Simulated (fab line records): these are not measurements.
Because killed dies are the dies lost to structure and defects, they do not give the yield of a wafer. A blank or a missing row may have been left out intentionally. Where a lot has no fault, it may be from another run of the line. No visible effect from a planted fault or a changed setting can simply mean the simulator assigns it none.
The same fault as seen by 2 desks -- flow n5-finfet -- each desk holds nothing but its own numbers, with what lay behind them at the end

FOR THE TOOL OWNER'S DESK: ald-hk-03
The tool's own readings at N5_HKMG_FIN_HK_ALD_01 (deposits HfO2, target thk 1.6 nm, pulse time 3 s, purge time 3 s): means of the sampled wafers that have a number, for each lot that ran on this tool. The brackets show how far a lot's mean lies from the usual mean; more than 4 standard deviations puts the lot out of limits, marked OUT.
Columns: A = precursor-pulse-height-rel at N5_HKMG_FIN_HK_ALD_01, usual 1.002
lot,first seen here,A
L360,day 4 23:14,1.006
L363,day 5 11:19,1.006
L366,day 6 06:29,1.036
L369,day 7 02:23,1.019
L370,day 7 05:25,0.991
L380,day 9 20:11,1.002
This desk's finding: nothing out of limits on any of the 6 lots.

AT THE METROLOGY DESK
What the gauges read, lot by lot, whatever tool the lot ran on: means of the sampled wafers that have a number. The brackets show how far a lot's mean lies from the usual mean; more than 4 standard deviations puts the lot out of limits, marked OUT.
Columns: A = SDB_THK at N5_SDB_THK_MEAS_31, usual 63.9 nm; B = HK_THK at N5_HKMG_FIN_THK_MEAS_70, usual 1.593 nm
lot,first seen here,A,B
L357,day 3 22:56,63.3,1.575
L360,day 4 22:38,64.7,1.591
L362,day 5 07:44,63.6,1.614
L363,day 5 10:39,63.0,1.592
L366,day 6 05:52,63.2,2.180 (+27) OUT
L369,day 7 01:44,63.2,2.200 (+28) OUT
L370,day 7 04:48,65.2,1.987 (+18) OUT
L376,day 8 14:46,64.7,1.592
L378,day 9 03:14,63.9,1.579
L379,day 9 11:37,64.8,1.594
L380,day 9 19:34,64.7,1.550
This desk's result: L366, L369, L370 out of limits, first on L366 (HK_THK at N5_HKMG_FIN_THK_MEAS_70), day 6 10:01. L357, L360, L362, L363, L376, L378, L379, L380 stayed within limits.

ALL TOGETHER
At day 6 10:01 the metrology desk could have sounded an alarm, on L366, L369, L370.
The desk of the tool owner found nothing out of limits.
Tool owner's desk: L366, L369, L370 on record, inside its limits.
Every lot named ran N5_HKMG_FIN_HK_ALD_01 on ald-hk-03.

WHAT THE SIMULATOR HAD PUT IN
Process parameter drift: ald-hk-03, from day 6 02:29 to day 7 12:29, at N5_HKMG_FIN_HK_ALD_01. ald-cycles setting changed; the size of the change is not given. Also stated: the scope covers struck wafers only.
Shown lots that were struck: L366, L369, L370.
Per desk, hours elapsed from the start of the fault to the first reading out of limits: for the metrology desk, 8.
